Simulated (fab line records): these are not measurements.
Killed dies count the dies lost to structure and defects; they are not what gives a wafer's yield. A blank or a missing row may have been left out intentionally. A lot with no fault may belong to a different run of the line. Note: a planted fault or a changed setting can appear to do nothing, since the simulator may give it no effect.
Lot-split experiment | flow n5-finfet | 7 lots, 21 wafers read, on a route of 1938 steps

ON THE SPLIT
At N5_BEOL_M2_COAT_22 (resist thk 30 nm), the setting spin-rpm was moved away from the recipe's 1500 rpm on 7 of the 21 wafers read, by -11.1% to +10.9%. All remaining wafers had this setting at the recipe value.

FROM THE SPLIT TO THE READING: what the file shows between them, 4 steps
- N5_BEOL_M2_EBR_24
- N5_BEOL_M2_SOFTBAKE_23: time 60 s
- N5_BEOL_M2_EXPOSE_25: exposes mask V1, defocus 5 nm
- N5_BEOL_M2_PEB_26: peb time 60 s

THE READING
CAR-EUV_of_BEOL_M2_COAT_22.thk-nm (the simulator's own value, which no gauge read), in nm, at N5_BEOL_M2_DEVELOP_27 (develop time 30 s). There is no usual value for it anywhere in the file. The 14 wafers here that ran the recipe average 29.6 nm, standard deviation 0.13 nm.

wafer  | tool, chamber at the split | spin-rpm as run, rpm | against the recipe | CAR-EUV_of_BEOL_M2_COAT_22.thk-nm, nm | against lot-mates on the recipe
L074.1 | litho-track-02, 0          | 1500                 | recipe             | 29.6                                  | -
L074.4 | litho-track-02, 0          | 1500                 | recipe             | 29.6                                  | -
L074.2 | litho-track-02, 0          | 1333                 | -11.1%             | 31.4                                  | +1.8
L075.3 | litho-track-05, 0          | 1500                 | recipe             | 29.6                                  | -
L075.4 | litho-track-05, 0          | 1500                 | recipe             | 29.6                                  | -
L075.5 | litho-track-05, 0          | 1500                 | recipe             | 29.8                                  | -
L076.1 | litho-track-05, 0          | 1500                 | recipe             | 29.8                                  | -
L076.4 | litho-track-05, 0          | 1563                 | +4.2%              | 29                                    | -0.7
L076.5 | litho-track-05, 0          | 1500                 | recipe             | 29.6                                  | -
L077.1 | litho-track-02, 0          | 1500                 | recipe             | 29.4                                  | -
L077.6 | litho-track-02, 0          | 1500                 | recipe             | 29.4                                  | -
L077.3 | litho-track-02, 0          | 1500                 | recipe             | 29.6                                  | -
L080.4 | litho-track-05, 0          | 1604                 | +6.9%              | 28.8                                  | -0.8
L080.5 | litho-track-05, 0          | 1604                 | +6.9%              | 28.8                                  | -0.8
L080.6 | litho-track-05, 0          | 1500                 | recipe             | 29.6                                  | -
L083.1 | litho-track-05, 0          | 1650                 | +10.0%             | 28.2                                  | -1.5
L083.2 | litho-track-05, 0          | 1500                 | recipe             | 29.6                                  | -
L083.6 | litho-track-05, 0          | 1500                 | recipe             | 29.8                                  | -
L090.4 | litho-track-05, 0          | 1664                 | +10.9%             | 28                                    | -1.4
L090.5 | litho-track-05, 0          | 1664                 | +10.9%             | 28                                    | -1.4
L090.6 | litho-track-05, 0          | 1500                 | recipe             | 29.4                                  | -

THE FIT
A straight line over all 21 wafers: CAR-EUV_of_BEOL_M2_COAT_22.thk-nm changes by -0.145 nm for each +1% of spin-rpm; r = -0.98; the points scatter about the line by 0.13 nm.
The same after taking each lot's own level away (the mean of its wafers on the recipe; 21 wafers): -0.14 nm for each +1%; r = -0.99; scatter 0.11 nm.
That fit puts the effect of the largest move of spin-rpm on the reading at 1.6 nm.
Across the lots, their own levels run from 29.40 to 29.70 nm, a range of 2.3 times the standard deviation given above.
Hence the lot-to-lot level has little effect on the slope; both slopes agree.
Check: with one of the wafers moved furthest among these (-11.1%) left out of the fit, the line predicts +1.46 nm for it against its lot-mates. It came out at +1.8 nm against them.

THE WHOLE CHAIN: every reading that the file lists as answering this split, in the file's order
step                  | what it does      | reading                                                                            | change (the file's fit)               | r (the file's)
N5_BEOL_M2_COAT_22    | resist thk 30 nm  | CAR-EUV_of_BEOL_M2_COAT_22.thk-nm (the simulator's own value, which no gauge read) | -0.133 nm for each +1% of the setting | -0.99
N5_BEOL_M2_DEVELOP_27 | develop time 30 s | CAR-EUV_of_BEOL_M2_COAT_22.thk-nm (the simulator's own value, which no gauge read) | -0.144 nm for each +1% of the setting | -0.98

THE FILE'S OWN FIT
CAR-EUV_of_BEOL_M2_COAT_22.thk-nm changes by -0.144 nm for each +1% of spin-rpm, r = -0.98.
